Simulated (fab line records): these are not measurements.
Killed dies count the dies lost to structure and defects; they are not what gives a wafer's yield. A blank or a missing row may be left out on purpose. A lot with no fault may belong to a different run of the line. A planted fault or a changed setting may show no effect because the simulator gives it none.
fab line records -- flow n5_finfet
record: lots: 6, wafers: 18, last_day: 18
route steps=1938 shown HKMG_FIN@433 BEOL_M4@1111 PASSIVATION@1936
lots with no fault: from the same line, run without faults
start_h: hours from the record's first day to the start of the lot's first wafer shown -- wait_h: hours since the lot's step before -- " same as the row above -- L1.1+2: several wafers, shown together as one row -- - no value present, or no start provided -- * or withheld: withheld -- < > ~ a bound
route shown NAME@n: a module of which the file shows steps, and the number in the route of the first -- usual: mean/standard deviation of fault-free wafers -- same: alike in all rows -- chamber/n: place in a boat -- sites: the reading at each site -- _std_site: standard deviation across them -- _edge_site: outer sites' mean less inner sites' -- radius_mm: how far each site lies from the wafer's centre -- mask NAME#n: copy n -- behind: the tool/chamber that last shaped the wafer -- hold: why the lot was held/for how many hours/how that ended -- device: names the non-switching transistor (n, p or np) -- end of line: at the end of the route, the tests of the same wafers -- where a step has no rows: the recipe by itself -- killed: dies lost to structure and defects at the first sort, not the wafer's yield -- map: a wafer's dies, marking killed ones x, the rest . and places with no die _
set.NAME: the run value of the setting; set.NAME@STEP: its run value at that earlier step -- model.NAME: the simulator's own value behind a step, which no gauge read
lots seen at some steps along the route; tables by step, rows by wafer
services: from which hour (start_h, from the record's first day; less than 0 if before it) a tool's chamber was out of use, for how many hours, and why
== steps ==
step: N5_HKMG_FIN_DESCUM_17
recipe: chemistry: O2, time_s: 7.9, source_power_w: 50, bias_power_w: 20, pressure_mtorr: 20, rf_frequency_hz: 2.712e+07, temp_c: 40, resist: CAR-ArF, o2_flow_sccm: 225
usual: drypump_motor_current_A: 5.8/0.39, oes_product_au: 0.78/0.091, rf_vpp_V: 243.2/1.6, showerhead_plenum_p_Torr: 2.10/0.083, throttle_valve_pct: 20.35/0.24
same: time_s: 7.9
lot.wafer,tool,chamber,start_h,wait_h,drypump_motor_current_A,oes_product_au,rf_hours_counter_h,rf_vpp_V,showerhead_plenum_p_Torr,throttle_valve_pct
L152.1,rie_diel-04,2,94.16,0.1,5.5,0.74,151,241.3,2.03,20.50
L152.4,rie_diel-04,0,94.16,0.1,6.4,0.73,208,244.2,2.16,21.00
L152.5,rie_diel-04,2,94.16,0.1,5.5,0.75,-,241.3,2.03,20.51
L156.2,rie_diel-05,3,117.17,0.0,5.7,0.70,197,241.6,2.09,20.45
L156.4,rie_diel-05,0,117.17,0.0,6.6,0.83,-,244.5,2.20,20.39
L156.6,rie_diel-05,3,117.17,0.0,5.7,0.70,-,243.0,2.09,20.45
L169.3,rie_diel-03,2,198.05,0.0,5.9,0.68,243,241.1,1.97,20.30
L169.4,rie_diel-03,0,198.05,0.0,5.8,0.69,-,244.6,2.17,20.16
L169.5,rie_diel-03,2,198.05,0.0,5.9,0.68,-,240.5,1.97,20.29
L170.2,rie_diel-03,2,203.61,0.2,5.9,0.68,246,240.9,1.97,20.28
L170.4,rie_diel-03,1,203.61,0.2,5.8,0.85,-,244.4,2.12,20.38
L170.6,rie_diel-03,2,203.61,0.2,5.9,0.68,-,242.0,1.97,20.30
L171.4,rie_diel-03,2,209.14,0.2,5.9,0.67,248,240.3,1.97,20.28
L171.5,rie_diel-03,3,209.14,0.2,5.5,0.91,-,243.5,2.07,20.51
L171.6,rie_diel-03,0,209.14,0.2,5.8,0.69,-,244.1,2.17,20.17
L172.1,rie_diel-04,1,212.66,0.1,6.1,0.83,76,244.1,2.11,20.18
L172.3,rie_diel-04,3,212.66,0.1,5.7,0.93,7,244.1,2.16,20.40
L172.5,rie_diel-04,2,212.66,0.1,5.5,0.70,-,241.9,2.01,20.56
step: N5_HKMG_FIN_ETCH_31
recipe: chemistry: CF4, target: SiARC, target_depth_a: 455, mask_material: CAR-ArF, time_s: 75.8, ion_energy_ev: 80, pressure_mtorr: 40, source_w: 545, bias_w: 36, Ar_flow_sccm: 100, cf4_flow_sccm: 100, ends: cleared
usual: drypump_motor_current_A: 5.8/0.39, etch_rf_on_time_s: 76.5/1.6, oes_product_au: 0.66/0.078, rf_vpp_V: 184.1/1.2, showerhead_plenum_p_Torr: 2.15/0.082, throttle_valve_pct: 15.57/0.21
lot.wafer,tool,chamber,start_h,wait_h,drypump_motor_current_A,etch_rf_on_time_s,oes_product_au,rf_hours_counter_h,rf_vpp_V,showerhead_plenum_p_Torr,throttle_valve_pct
L152.1,rie_diel-04,2,94.19,0.0,5.5,76.1,0.64,151,183.9,2.07,15.58
L152.4,rie_diel-04,0,94.19,0.0,6.4,75.6,0.63,208,185.3,2.21,16.19
L152.5,rie_diel-04,2,94.19,0.0,5.4,76.2,0.64,-,185.2,2.07,15.59
L156.2,rie_diel-05,3,117.21,0.0,5.7,75.0,0.61,197,182.1,2.12,15.60
L156.4,rie_diel-05,0,117.21,0.0,6.6,77.8,0.70,-,185.0,2.26,15.65
L156.6,rie_diel-05,3,117.21,0.0,5.7,75.3,0.61,-,183.4,2.12,15.59
L169.3,rie_diel-03,2,198.09,0.0,5.9,78.5,0.58,243,182.9,2.04,15.65
L169.4,rie_diel-03,0,198.09,0.0,5.8,78.1,0.59,-,185.3,2.21,15.40
L169.5,rie_diel-03,2,198.09,0.0,5.9,79.0,0.57,-,182.7,2.04,15.65
L170.2,rie_diel-03,2,203.65,0.0,5.9,78.7,0.57,246,183.2,2.03,15.68
L170.4,rie_diel-03,1,203.65,0.0,5.8,75.0,0.73,-,183.0,2.16,15.53
L170.6,rie_diel-03,2,203.65,0.0,5.9,78.4,0.58,-,182.6,2.03,15.68
L171.4,rie_diel-03,2,209.18,0.0,5.9,78.6,0.58,248,182.8,2.03,15.69
L171.5,rie_diel-03,3,209.18,0.0,5.5,75.2,0.78,-,183.8,2.10,15.57
L171.6,rie_diel-03,0,209.18,0.0,5.8,78.2,0.59,-,183.7,2.21,15.41
L172.1,rie_diel-04,1,212.69,0.0,6.1,73.7,0.72,76,183.9,2.16,15.38
L172.3,rie_diel-04,3,212.69,0.0,5.7,73.6,0.81,7,184.6,2.18,15.36
L172.5,rie_diel-04,2,212.69,0.0,5.5,76.9,0.61,-,181.5,2.05,15.67
step: N5_HKMG_FIN_ETCH_32
recipe: chemistry: N2/H2, target: SOC, target_depth_a: 2400, temp_c: 40, time_s: 300, ion_energy_ev: 200, mask_material: SiARC, pressure_mtorr: 30, source_w: 840, bias_w: 150, n2_flow_sccm: 200, h2_flow_sccm: 200
step: N5_HKMG_FIN_STRIP_33
recipe: chemistry: N2/H2, temp_c: 40, n2_flow_sccm: 200, h2_flow_sccm: 200, rf_frequency_hz: 6e+07
step: N5_HKMG_FIN_STRIP_34
recipe: chemistry: CF4, resist: SiARC, power_w: 300, bias_power_w: 75, pressure_mtorr: 50, cf4_flow_sccm: 150, rf_frequency_hz: 6e+07
usual: bias_power_w: 74.99/0.21, cf4_flow_sccm: 150.0/0.43, drypump_motor_current_A: 5.8/0.39, oes_product_au: 0.77/0.085, rf_vpp_V: 271.4/1.7, showerhead_plenum_p_Torr: 1.80/0.069, throttle_valve_pct: 13.57/0.21
lot.wafer,tool,chamber,start_h,wait_h,bias_power_w,cf4_flow_sccm,drypump_motor_current_A,oes_product_au,rf_hours_counter_h,rf_vpp_V,showerhead_plenum_p_Torr,throttle_valve_pct
L152.1,rie_diel-04,2,94.44,0.0,75.00,149.4,5.5,0.74,151,270.2,1.74,13.61
L152.4,rie_diel-04,0,94.44,0.0,75.20,149.9,6.3,0.73,208,271.6,1.85,14.13
L152.5,rie_diel-04,2,94.44,0.0,74.61,149.6,5.4,0.74,-,269.4,1.74,13.61
L156.2,rie_diel-05,3,117.45,0.0,74.94,149.9,5.7,0.71,197,270.1,1.78,13.63
L156.4,rie_diel-05,0,117.45,0.0,74.61,150.3,6.6,0.82,-,272.8,1.91,13.64
L156.6,rie_diel-05,3,117.45,0.0,75.04,150.1,5.7,0.71,-,271.7,1.78,13.63
L169.3,rie_diel-03,2,198.33,0.0,75.45,149.3,5.8,0.69,243,269.4,1.71,13.69
L169.4,rie_diel-03,0,198.33,0.0,75.02,150.5,5.8,0.70,-,271.9,1.85,13.44
L169.5,rie_diel-03,2,198.33,0.0,75.05,149.9,5.8,0.69,-,268.7,1.71,13.69
L170.2,rie_diel-03,2,203.89,0.0,75.18,149.9,5.9,0.69,246,269.8,1.71,13.71
L170.4,rie_diel-03,1,203.89,0.0,74.75,149.5,5.8,0.84,-,273.0,1.81,13.49
L170.6,rie_diel-03,2,203.89,0.0,75.08,150.1,5.9,0.68,-,268.2,1.71,13.69
L171.4,rie_diel-03,2,209.42,0.0,75.12,149.3,5.8,0.69,248,270.8,1.71,13.69
L171.5,rie_diel-03,3,209.42,0.0,75.10,149.5,5.5,0.89,-,269.4,1.77,13.52
L171.6,rie_diel-03,0,209.42,0.0,74.97,149.8,5.8,0.69,-,271.8,1.85,13.45
L172.1,rie_diel-04,1,212.94,0.0,75.06,150.3,6.1,0.81,76,270.0,1.81,13.35
L172.3,rie_diel-04,3,212.94,0.0,74.92,150.0,5.7,0.92,7,271.7,1.83,13.30
L172.5,rie_diel-04,2,212.94,0.0,75.12,150.2,5.5,0.71,-,269.7,1.73,13.71
step: N5_HKMG_FIN_ETCH_35
recipe: chemistry: N2/H2, target: SOC, target_depth_a: 2158, ion_energy_ev: 65, bias_w: 5, source_w: 3000, time_s: 243.4, pressure_mtorr: 30, n2_flow_sccm: 200, h2_flow_sccm: 200
usual: drypump_motor_current_A: 5.8/0.39, oes_product_au: 0.77/0.091, rf_vpp_V: 141.6/1.1, showerhead_plenum_p_Torr: 2.55/0.11, throttle_valve_pct: 17.77/0.24
same: time_s: 243.4
lot.wafer,tool,chamber,start_h,wait_h,drypump_motor_current_A,oes_product_au,rf_hours_counter_h,rf_vpp_V,showerhead_plenum_p_Torr,throttle_valve_pct
L152.1,rie_diel-04,2,94.46,0.0,5.5,0.75,151,142.1,2.45,17.83
L152.4,rie_diel-04,0,94.46,0.0,6.3,0.74,208,142.6,2.60,18.36
L152.5,rie_diel-04,2,94.46,0.0,5.5,0.76,-,140.5,2.45,17.83
L156.2,rie_diel-05,3,117.47,0.0,5.7,0.72,197,141.0,2.52,17.74
L156.4,rie_diel-05,0,117.47,0.0,6.6,0.82,-,143.2,2.69,17.92
L156.6,rie_diel-05,3,117.47,0.0,5.7,0.71,-,141.0,2.52,17.74
L169.3,rie_diel-03,2,198.35,0.0,5.9,0.67,243,140.9,2.39,17.64
L169.4,rie_diel-03,0,198.35,0.0,5.8,0.70,-,142.1,2.61,17.44
L169.5,rie_diel-03,2,198.35,0.0,5.9,0.68,-,140.8,2.39,17.65
L170.2,rie_diel-03,2,203.91,0.0,5.9,0.67,246,141.2,2.39,17.65
L170.4,rie_diel-03,1,203.91,0.0,5.8,0.86,-,141.7,2.60,18.04
L170.6,rie_diel-03,2,203.91,0.0,5.9,0.67,-,140.1,2.39,17.65
L171.4,rie_diel-03,2,209.44,0.0,5.9,0.67,248,141.1,2.39,17.65
L171.5,rie_diel-03,3,209.44,0.0,5.5,0.91,-,141.1,2.47,17.66
L171.6,rie_diel-03,0,209.44,0.0,5.8,0.69,-,141.8,2.61,17.46
L172.1,rie_diel-04,1,212.96,0.0,6.1,0.83,76,141.4,2.58,17.69
L172.3,rie_diel-04,3,212.96,0.0,5.7,0.95,7,143.3,2.60,17.61
L172.5,rie_diel-04,2,212.96,0.0,5.5,0.71,-,140.1,2.43,17.89
step: N5_HKMG_FIN_STRIP_92
recipe: chemistry: N2/H2, material: SOC, time_s: 20, power_w: 500, temp_c: 40, pressure_mtorr: 50, rf_frequency_hz: 6e+07, bias_power_w: 8, h2_frac: 0.5, n2_flow_sccm: 300, h2_flow_sccm: 300
step: N5_HKMG_FIN_WET_ETCH_18
recipe: chemistry: SC1, target: TiN, mix: 1:1:5, temp_c: *, time_s: 55, target_depth_nm: 5.2, dry: ipa_marangoni, rinse_time_s: 30, rinse_temp_c: 23
step: N5_HKMG_FIN_STRIP_19
recipe: chemistry: N2/H2, power_w: 2500, temp_c: 300, h2_frac: 0.65, time_s: 360, pressure_mtorr: withheld, n2_flow_sccm: 1750, h2_flow_sccm: 3250
step: N5_HKMG_FIN_ALD_91
recipe: material: TiN, target_thk_a: 10, temp_c: 400, ald_precursor_family: TiCl4, ald_co_reactant: NH3, pulse_time_s: 1, purge_time_s: 3, co_reactant_purge_time_s: 2, co_reactant_pulse_time_s: 2, ald_cycles: 47, pressure_torr: 3
usual: heater_power_w: 875/64, precursor_pulse_height_rel: 0.998/0.02
same: co_reactant_purge_time_s: 2
lot.wafer,tool,chamber,start_h,wait_h,heater_power_w,precursor_pulse_height_rel
L152.1,ald_metal-03,2,95.14,0.3,869,1.011
L152.4,ald_metal-03,3,95.14,0.3,836,1.011
L152.5,ald_metal-03,2,95.14,0.3,884,1.010
L156.2,ald_metal-03,1,118.15,0.3,853,0.979
L156.4,ald_metal-03,0,118.15,0.3,839,0.976
L156.6,ald_metal-03,2,118.15,0.3,914,0.971
L169.3,ald_metal-04,2,199.03,0.1,910,1.020
L169.4,ald_metal-04,0,199.03,0.1,869,0.983
L169.5,ald_metal-04,2,199.03,0.1,855,1.027
L170.2,ald_metal-02,1,204.59,0.3,794,1.004
L170.4,ald_metal-02,2,204.59,0.3,842,1.001
L170.6,ald_metal-02,2,204.59,0.3,844,1.007
L171.4,ald_metal-04,0,210.12,0.1,855,1.020
L171.5,ald_metal-04,1,210.12,0.1,808,1.000
L171.6,ald_metal-04,2,210.12,0.1,885,0.978
L172.1,ald_metal-03,0,213.64,0.3,835,1.020
L172.3,ald_metal-03,3,213.64,0.3,857,1.024
L172.5,ald_metal-03,3,213.64,0.3,859,1.004
step: N5_HKMG_FIN_COAT_85
recipe: resist: SOC, temp_c: 250, time_s: 60, spin_rpm: 1500, resist_thk_nm: 300
step: N5_HKMG_FIN_ETCH_86
recipe: chemistry: N2/H2, target: SOC, target_depth_a: 3932, stop_on: TiN, ion_energy_ev: 100, bias_w: 61, pressure_mtorr: 30, source_w: 850, n2_flow_sccm: 200, h2_flow_sccm: 200
step: N5_HKMG_FIN_STRIP_89
recipe: chemistry: N2/H2, material: SOC, time_s: 20, power_w: 500, temp_c: 40, pressure_mtorr: 50, rf_frequency_hz: 6e+07, bias_power_w: 8, h2_frac: 0.5, n2_flow_sccm: 300, h2_flow_sccm: 300
usual: bias_power_w: 8.001/0.025, chamber_pressure_mTorr: 50.00/0.05, drypump_motor_current_A: 5.8/0.42, oes_product_au: 0.77/0.09, rf_vpp_V: 54.3/0.93, showerhead_plenum_p_Torr: 3.38/0.13, throttle_valve_pct: 19.0/0.37, time_s: 20/0
lot.wafer,tool,chamber,start_h,wait_h,bias_power_w,chamber_pressure_mTorr,drypump_motor_current_A,oes_product_au,rf_hours_counter_h,rf_vpp_V,showerhead_plenum_p_Torr,throttle_valve_pct,time_s
L152.1,rie_diel-04,1,95.53,0.0,8.022,50.03,6.1,0.91,31,54.3,3.43,18.7,20
L152.4,rie_diel-04,2,95.53,0.0,7.966,49.95,5.5,0.73,151,53.1,3.24,18.9,20
L152.5,rie_diel-04,3,95.53,0.0,7.992,49.93,5.7,0.70,-,54.7,3.45,19.0,20
L156.2,rie_diel-04,3,118.55,0.0,8.018,50.14,5.7,0.71,228,54.8,3.45,19.0,20
L156.4,rie_diel-04,2,118.55,0.0,7.979,50.01,5.5,0.73,160,54.9,3.23,19.0,20
L156.6,rie_diel-04,2,118.55,0.0,7.956,50.08,5.5,0.73,-,52.0,3.23,19.0,20
L169.3,rie_diel-05,3,199.43,0.0,-,-,-,-,-,-,-,-,-
L169.4,rie_diel-05,0,199.43,0.0,-,-,-,-,-,-,-,-,-
L169.5,rie_diel-05,2,199.43,0.0,-,-,-,-,-,-,-,-,-
L170.2,rie_diel-04,1,204.99,0.0,-,-,-,-,-,-,-,-,-
L170.4,rie_diel-04,0,204.99,0.0,-,-,-,-,-,-,-,-,-
L170.6,rie_diel-04,2,204.99,0.0,-,-,-,-,-,-,-,-,-
L171.4,rie_diel-04,3,210.60,0.0,8.005,49.95,5.7,0.96,-,54.1,3.44,18.7,20
L171.5,rie_diel-04,2,210.60,0.0,7.972,50.03,5.5,0.70,-,53.8,3.21,19.0,20
L171.6,rie_diel-04,1,210.60,0.0,7.990,50.09,6.1,0.84,-,54.6,3.41,18.7,20
L172.1,rie_diel-05,0,214.04,0.0,8.032,50.00,6.6,0.79,117,53.7,3.53,19.2,20
L172.3,rie_diel-05,1,214.04,0.0,7.971,50.04,5.6,0.68,219,54.5,3.19,18.9,20
L172.5,rie_diel-05,1,214.04,0.0,7.987,50.02,5.6,0.68,-,54.7,3.19,18.9,20
step: N5_HKMG_FIN_WET_ETCH_87
recipe: chemistry: SC1, target: TiN, mix: 1:2:40, temp_c: 50, time_s: 154.2, target_depth_nm: 4.7, dry: ipa_marangoni, rinse_time_s: 30, rinse_temp_c: 23
step: N5_BEOL_M4_RC_MEAS_101
usual: DIBL_N: 36.5/1.8, DIBL_P: 36.5/2.1, IOFF_N: 0.17/0.031, IOFF_P: 0.22/0.036, ION_N: 677/11, ION_P: 463/8, SS_N: 71.6/0.61, SS_P: 73.3/0.63, VT_N: 249/3.1, VT_P: -250/3.3
lot.wafer,tool,chamber,start_h,wait_h,DIBL_N[mV/V],DIBL_P[mV/V],IOFF_N[nA/um],IOFF_P[nA/um],ION_N[uA/um],ION_P[uA/um],SS_N[mV/dec],SS_P[mV/dec],VT_N[mV],VT_P[mV]
L152.1,prober-02,0,182.56,0.0,39.1,39.7,0.20,0.22,688,466,71.6,74.0,247,-250
L152.4,prober-02,0,182.56,0.0,38.0,38.9,0.18,0.21,693,463,72.3,74.4,246,-253
L152.5,prober-02,0,182.56,0.0,40.0,40.0,0.21,0.24,696,470,71.4,74.2,241,-251
L156.2,prober-01,0,212.12,0.2,37.0,37.4,0.18,0.23,691,471,71.1,73.8,246,-248
L156.4,prober-01,0,212.12,0.2,36.4,35.4,0.15,0.19,671,461,71.6,72.8,251,-252
L156.6,prober-01,0,212.12,0.2,38.8,38.7,0.21,0.25,692,466,71.7,74.3,244,-247
L169.3,prober-01,0,306.55,0.3,37.1,39.2,0.17,0.23,672,467,72.3,74.3,251,-252
L169.4,prober-01,0,306.55,0.3,33.4,34.9,0.12,0.18,671,459,70.6,73.5,251,-253
L169.5,prober-01,0,306.55,0.3,32.7,33.4,0.10,0.15,654,449,70.1,72.2,256,-256
L170.2,prober-02,0,309.22,0.2,34.6,35.8,0.16,0.22,682,470,71.6,72.5,250,-248
L170.4,prober-02,0,309.22,0.2,32.1,32.2,0.11,0.17,672,471,70.5,72.7,251,-250
L170.6,prober-02,0,309.22,0.2,32.7,32.7,0.12,0.18,651,462,70.2,72.6,252,-247
L171.4,prober-02,0,313.24,0.5,37.9,38.7,0.20,0.28,678,472,71.8,73.9,244,-245
L171.5,prober-02,0,313.24,0.5,37.9,38.7,0.21,0.28,685,470,71.8,73.9,245,-244
L171.6,prober-02,0,313.24,0.5,39.4,40.0,0.22,0.30,688,477,72.4,74.3,244,-244
L172.1,prober-01,0,335.04,0.0,37.1,36.0,0.16,0.22,670,465,72.0,72.9,251,-249
L172.3,prober-01,0,335.04,0.0,36.2,33.9,0.13,0.18,651,451,72.0,72.9,257,-254
L172.5,prober-01,0,335.04,0.0,37.2,35.9,0.16,0.22,662,454,71.3,73.5,252,-250
step: N5_PASSIVATION_PROBE_49
usual: defect_limited_yield: 91.4/1.5, killed_at_M0_to_M3: 35/11, killed_at_M4_up: 16/7, killed_at_contacts: 11/5.3, killed_at_front_end: 37/11, killed_at_other: 3.1/2.8, killed_dies: 102/18, killed_open: 69/15, killed_short: 31/7.8, sort_bin_5_function: 5.1/1.1, sort_bin_6_memory: 3.2/0.69, sort_n_pass: 1078/18, sort_yield_pct: 91.4/1.5
same: gross_dies: 1180, killed_at_back_side: 0, sort_bin_4_leakage[%]: 0, sort_bin_8_speed[%]: 0
lot.wafer,tool,chamber,start_h,wait_h,defect_limited_yield[%],killed_at_M0_to_M3,killed_at_M4_up,killed_at_contacts,killed_at_front_end,killed_at_other,killed_dies,killed_open,killed_short,sort_bin_5_function[%],sort_bin_6_memory[%],sort_n_pass,sort_yield_pct[%]
L156.2,prober-01,-,313.48,0.1,91.4,39,14,13,31,5,102,57,41,4.4,3.6,1078,91.4
L156.4,prober-01,-,313.58,0.2,90.1,55,13,2,40,7,117,66,49,6.3,3.2,1063,90.1
L156.6,prober-01,-,313.68,0.3,89.2,51,25,13,32,6,127,76,49,6.1,3.9,1053,89.2
L169.3,prober-02,-,424.48,0.1,93.3,26,11,12,26,4,79,43,33,3.2,3.1,1101,93.3
L169.4,prober-02,-,424.53,0.2,93.2,30,10,2,35,3,80,49,27,3.3,2.8,1100,93.2
L169.5,prober-02,-,424.58,0.2,95.0,17,9,13,15,5,59,45,14,3.1,1.8,1121,95.0
L172.1,prober-01,-,438.99,0.0,93.4,41,2,7,19,9,78,41,35,3.5,2.6,1102,93.4
L172.3,prober-01,-,439.09,0.1,93.6,30,10,7,28,1,76,51,25,3.6,2.5,1104,93.6
L172.5,prober-01,-,439.19,0.2,92.7,41,4,6,34,1,86,55,29,4.7,2.3,1094,92.7
killed by level:class
L156.2 MOL_CONTACT_COAG:geometric_particle:open=11 FIN_SAQP:geometric_particle:short=10 BEOL_M0_SAQP:geometric_particle:open=10 BEOL_M0_SAQP:geometric_particle:short=9 BEOL_M1:geometric_particle:open=7 FIN_SAQP:geometric_particle:open=5 DUMMY_GATE:geometric_particle:open=4 BEOL_M0:geometric_particle:short=4
L156.4 BEOL_M0_SAQP:geometric_particle:short=17 BEOL_M0_SAQP:geometric_particle:open=16 FIN_SAQP:geometric_particle:short=9 STI_FIN_REVEAL:geometric_particle:open=9 BEOL_M1:geometric_particle:open=7 FIN_SAQP:geometric_particle:open=5 BEOL_M0:geometric_particle:open=4 BEOL_M1:geometric_particle:short=4
L156.6 BEOL_M0_SAQP:geometric_particle:open=23 BEOL_M0_SAQP:geometric_particle:short=17 BEOL_M4:geometric_particle:open=10 FIN_SAQP:geometric_particle:short=9 MOL_CONTACT_COAG:geometric_particle:open=9 FIN_SAQP:geometric_particle:open=5 GATE_CUT:geometric_particle:short=5 BEOL_M4:geometric_particle:short=5
L169.3 MOL_CONTACT_COAG:geometric_particle:open=10 FIN_SAQP:geometric_particle:short=7 STI_FIN_REVEAL:geometric_particle:open=4 BEOL_M0_SAQP:geometric_particle:short=4 BEOL_M1:geometric_particle:short=4 BEOL_M2:geometric_particle:open=4 BEOL_M4:geometric_particle:short=4 FIN_SAQP:geometric_particle:open=3
L169.4 BEOL_M1:geometric_particle:open=8 FIN_SAQP:geometric_particle:open=6 STI_FIN_REVEAL:geometric_particle:open=6 BEOL_M0_SAQP:geometric_particle:open=6 BEOL_M0_SAQP:geometric_particle:short=6 STARTING-WAFER:geometric_particle:short=5 BEOL_M5:geometric_particle:open=4 FIN_SAQP:geometric_particle:short=3
L169.5 MOL_CONTACT_COAG:geometric_particle:open=13 STI_FIN_REVEAL:geometric_particle:open=7 BEOL_M0_SAQP:geometric_particle:short=7 BEOL_M5:geometric_particle:open=7 BEOL_M0_SAQP:geometric_particle:open=4 BEOL_M3:geometric_particle:open=3 DUMMY_GATE:geometric_particle:open=2 PASS1_CAP:geometric_particle:short=2
L172.1 BEOL_M0_SAQP:geometric_particle:short=9 BEOL_M2:geometric_particle:open=9 BEOL_M0_SAQP:geometric_particle:open=7 MOL_CONTACT_COAG:geometric_particle:open=6 BEOL_M1:geometric_particle:short=4 MIM_TOP_ETCH:geometric_particle:open=4 BEOL_M3:geometric_particle:open=4 FIN_SAQP:geometric_particle:short=3
L172.3 FIN_SAQP:geometric_particle:short=10 BEOL_M2:geometric_particle:open=8 BEOL_M3:geometric_particle:open=7 BEOL_M0_SAQP:geometric_particle:short=6 MOL_CONTACT_COAG:geometric_particle:open=5 BEOL_M1:geometric_particle:open=5 ILD0:geometric_particle:open=4 STI_FIN_REVEAL:geometric_particle:open=3
L172.5 BEOL_M0_SAQP:geometric_particle:short=11 BEOL_M0_SAQP:geometric_particle:open=9 FIN_SAQP:geometric_particle:open=8 BEOL_M3:geometric_particle:open=8 BEOL_M2:geometric_particle:open=8 FIN_SAQP:geometric_particle:short=7 DUMMY_GATE:geometric_particle:open=5 STI_FIN_REVEAL:geometric_particle:open=4
== services ==
tool,chamber,start_h,hours,kind
rie_diel-03,1,79.73,-,clean
rie_diel-03,1,79.73,-,consumable_replace:focus_ring
rie_diel-03,1,79.73,17.7,scheduled_down
rie_diel-03,1,79.73,17.7,vent_cycle
rie_diel-05,2,91.55,11.1,repair
rie_diel-03,3,102.45,-,clean
rie_diel-03,3,102.45,-,consumable_replace:focus_ring
rie_diel-03,3,102.45,19.2,scheduled_down
rie_diel-03,3,102.45,19.2,vent_cycle
ald_metal-04,-,115.48,0.6,repair
rie_diel-03,-,118.04,2.8,pm
rie_diel-04,2,122.02,1.8,repair
ald_metal-04,-,165.07,2.8,pm
rie_diel-05,0,166.50,3.8,repair
ald_metal-04,2,168.13,28.5,repair
rie_diel-05,3,168.28,4.5,repair
ald_metal-03,-,169.56,1.2,pm
ald_metal-03,-,174.16,14.6,pm
rie_diel-04,3,176.86,-,clean
rie_diel-04,3,176.86,-,consumable_replace:focus_ring
rie_diel-04,3,176.86,19.3,scheduled_down
rie_diel-04,3,176.86,19.3,vent_cycle
rie_diel-03,3,197.84,8.7,repair
rie_diel-04,0,208.14,-,clean
== key ==
first_sign: step: N5_HKMG_FIN_STRIP_89, reading: tool_record, direction: missing
effect none on later readings
met_at N5_HKMG_FIN_STRIP_89
struck_wafers L169.3,L169.4,L169.5,L170.2,L170.4,L170.6
onset_between 118.55 199.43
fault: kind: skipped_step_whole, tool: rie_diel-04,rie_diel-05, chamber: -, onset_h: 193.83, steps: N5_HKMG_FIN_STRIP_89, scope: struck_lots_only
